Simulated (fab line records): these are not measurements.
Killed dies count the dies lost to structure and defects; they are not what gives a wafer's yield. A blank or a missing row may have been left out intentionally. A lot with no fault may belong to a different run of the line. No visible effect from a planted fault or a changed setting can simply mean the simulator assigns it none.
Which tool did it? || flow nand_harc || 18 wafers from 6 lots sampled at 5 of the route's 1159 steps

WHAT THE GAUGES READ, wafer by wafer
NHARC_END_SORT_01.
lot || measured || on || killed_at_array

TOOL THAT RAN EACH LOT (tool first, then ch and the chambers of the sampled wafers, then the start)
{"lot": "L843", "NHARC_A_STAIRCASE_ETCH_232": "rie_diel-08 ch 0,3, day 12 00:31", "NHARC_THIN_TSV_STRIP_62": "plasma_asher-02 ch 0,1, day 20 01:38", "NHARC_THIN_TSV_DEGAS_49": "pvd_sputter-03, day 20 01:47", "NHARC_THIN_TSV_PRE_CLEAN_54": "pvd_sputter-02, day 20 03:52"}
{"lot": "L844", "NHARC_A_STAIRCASE_ETCH_232": "rie_diel-08 ch 2,3, day 12 05:16", "NHARC_THIN_TSV_STRIP_62": "plasma_asher-01 ch 0,1, day 19 19:12", "NHARC_THIN_TSV_DEGAS_49": "pvd_sputter-01, day 19 19:21", "NHARC_THIN_TSV_PRE_CLEAN_54": "pvd_sputter-03, day 19 21:25"}
{"lot": "L849", "NHARC_A_STAIRCASE_ETCH_232": "rie_diel-08 ch 0,1,3, day 12 16:04", "NHARC_THIN_TSV_STRIP_62": "plasma_asher-01 ch 0,1, day 20 18:11", "NHARC_THIN_TSV_DEGAS_49": "pvd_sputter-02, day 20 18:22", "NHARC_THIN_TSV_PRE_CLEAN_54": "pvd_sputter-02, day 20 20:25"}
{"lot": "L857", "NHARC_A_STAIRCASE_ETCH_232": "rie_diel-09 ch 1,2,3, day 14 20:06", "NHARC_THIN_TSV_STRIP_62": "plasma_asher-02 ch 0,1, day 22 21:01", "NHARC_THIN_TSV_DEGAS_49": "pvd_sputter-03, day 22 21:13", "NHARC_THIN_TSV_PRE_CLEAN_54": "pvd_sputter-02, day 22 23:25"}
{"lot": "L859", "NHARC_A_STAIRCASE_ETCH_232": "rie_diel-09 ch 2,3, day 15 03:06", "NHARC_THIN_TSV_STRIP_62": "plasma_asher-01 ch 0,1, day 23 05:13", "NHARC_THIN_TSV_DEGAS_49": "pvd_sputter-03, day 23 05:21", "NHARC_THIN_TSV_PRE_CLEAN_54": "pvd_sputter-02, day 23 07:25"}
{"lot": "L864", "NHARC_A_STAIRCASE_ETCH_232": "rie_diel-08 ch 1,2,3, day 16 10:45", "NHARC_THIN_TSV_STRIP_62": "plasma_asher-02 ch 0, day 23 18:43", "NHARC_THIN_TSV_DEGAS_49": "pvd_sputter-02, day 23 18:52", "NHARC_THIN_TSV_PRE_CLEAN_54": "pvd_sputter-02, day 23 20:56"}
- NHARC_A_STAIRCASE_ETCH_232: etches the open film in C4F8/O2, target depth 100 nm, time 40.5 s.
- NHARC_THIN_TSV_STRIP_62: strips in N2/H2, time 20 s.
- NHARC_THIN_TSV_DEGAS_49: time 120 s.
- NHARC_THIN_TSV_PRE_CLEAN_54: time 30 s.

THE ANSWER, worked out from the rows above alone
Rule: usual is defined by the lots themselves. Put in order of their means at a reading, lots are off if they are a third of the lots or fewer, leave a main group of 4 or more, and stand apart from it by a gap of 3 or more times the standard deviation of the main group's means; of several such gaps the widest counts. A main group is skipped when, at the precision printed for the reading in the tables above, its means are all equal. A lot without any number at a reading at which 4 lots or more have one is off too. The other lots that the step has rows for count as sound.
Nothing can be told from this: no lot is off at any reading shown.

WHAT THE SIMULATOR HAD INSERTED
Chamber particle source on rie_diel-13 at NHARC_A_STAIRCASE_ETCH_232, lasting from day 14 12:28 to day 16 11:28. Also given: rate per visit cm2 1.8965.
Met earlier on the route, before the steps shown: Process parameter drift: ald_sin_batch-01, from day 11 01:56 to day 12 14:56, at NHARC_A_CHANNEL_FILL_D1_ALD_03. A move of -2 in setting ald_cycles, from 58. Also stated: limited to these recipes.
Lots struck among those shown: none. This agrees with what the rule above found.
